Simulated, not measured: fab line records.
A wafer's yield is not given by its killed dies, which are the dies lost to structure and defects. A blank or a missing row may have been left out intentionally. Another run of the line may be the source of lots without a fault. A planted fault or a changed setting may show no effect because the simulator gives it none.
A struck lot beside a sound one / flow n5Finfet / 21 out of 1938 route steps
Sound: the wafers L714.1, L714.4, L714.5. Wafers struck: L723.1, L723.2, L723.4. The cause is given at the end.
Each step with rows lists, per side, the tool, then ch with its chambers, then its first start. Under that, the readings that differ: sound wafers / struck wafers / difference of the means / sigmas: that difference in standard deviations of wafers without a fault.
alike: words and numbers the same on both sides, and readings whose means are apart by under 2 such deviations; not compared: readings that were withheld, readings missing a value for some wafer, numbers with overlapping values and no deviation given by the record, and bounds like >300 which may hide the same value.
The two part at a step that has a row with sigmas, a row that says differs or no value, or rows on one side only. Numbers that have no deviation but don't overlap get no sigmas and don't part them. A reading that every wafer of one side lacks parts them only if that side has two wafers or more.

first, 1 step without rows for these wafers: N5_WELL_APT_HARDBAKE_12 (time 120 s).
N5_WELL_APT_CD_MEAS_08: target cd 200 nm.
  sound on cdSem-02 ch 0, day 2 19:44; struck on cdSem-03 ch 0, day 5 01:38
  alike: cdNm
N5_WELL_APT_OVL_MEAS_09:
  sound on overlay-01 ch 0, day 2 19:46; struck on overlay-01 ch 0, day 5 01:40
  alike: NWELL_OVL
N5_WELL_APT_INSPECT_10: inspects for defects (macro).
  sound: defectInspect-01 at day 2 19:47; struck: defectInspect-01 at day 5 01:41
  alike: rawDefectCount
N5_WELL_APT_DESCUM_13: chemistry O2, time 7.9 s.
  sound on rieDiel-04 ch 0,3, day 2 20:03; struck on rieDiel-01 ch 1,2,3, day 5 01:44
  alike: drypumpMotorCurrentA, oesProductAu, rfVppV, showerheadPlenumPTorr, throttleValvePct
  not compared: rfHoursCounterH
then, 7 steps without rows for these wafers: N5_WELL_APT_IMPLANT_14; N5_WELL_APT_IMPLANT_15; N5_WELL_APT_STRIP_16 (strips in SPM, time 900 s); N5_WELL_APT_HMDS_18 (time 60 s); N5_WELL_APT_COAT_19 (resist thk 950 nm); N5_WELL_APT_EBR_21; N5_WELL_APT_SOFTBAKE_20 (time 60 s).
N5_WELL_APT_EXPOSE_22: exposes mask PWELL, defocus 0 nm, target cd 200 nm.
  sound on krfScanner-02 ch 0, day 2 20:55; struck on krfScanner-02 ch 0, day 5 02:35
reading=model.WELL_APT.overlayXNm (nm); sound=1.186 1.186 1.186; struck=47.26 47.26 47.26; difference=+46.07; sigmas=
  alike: mask
then, 3 steps without rows for these wafers: N5_WELL_APT_PEB_23 (peb time 90 s); N5_WELL_APT_DEVELOP_24 (develop time 45 s); N5_WELL_APT_HARDBAKE_29 (time 120 s).
N5_WELL_APT_CD_MEAS_25: target cd 200 nm.
  sound on cdSem-02 ch 0, day 2 21:05; struck on cdSem-01 ch 0, day 5 02:46
  alike: cdNm
N5_WELL_APT_OVL_MEAS_26:
  sound on overlay-01 ch 0, day 2 21:07; struck on overlay-02 ch 0, day 5 02:47
reading=PWELL_OVL (nm); sound=2 12 -3; struck=41 56 55; difference=+47; sigmas=+8
N5_WELL_APT_INSPECT_27: inspects for defects (macro).
  sound: defectInspect-01 at day 2 21:08; struck: defectInspect-02 at day 5 02:49
  alike: rawDefectCount
-- record jumps: 7 days separate the struck wafers' starts on either side; left off in module WELL_APT, taken up again in module BEOL_M4, whose first shown step is the route's number 1111 --
N5_BEOL_M4_RC_MEAS_101:
  sound on prober-02 ch 0, day 9 17:20; struck on prober-01 ch 0, day 11 16:22
  alike: DIBL_N, DIBL_P, IOFF_N, IOFF_P, ION_N, ION_P, SS_N, SS_P, VT_N, VT_P
N5_PASSIVATION_PROBE_49:
  rows exist in the record for the sound wafers here (prober-01, day 14 08:19), none for the struck ones

== WHERE THEY PART ==
First at N5_WELL_APT_OVL_MEAS_26; last, within this record, at N5_PASSIVATION_PROBE_49.

WHY: the cause the simulator had injected
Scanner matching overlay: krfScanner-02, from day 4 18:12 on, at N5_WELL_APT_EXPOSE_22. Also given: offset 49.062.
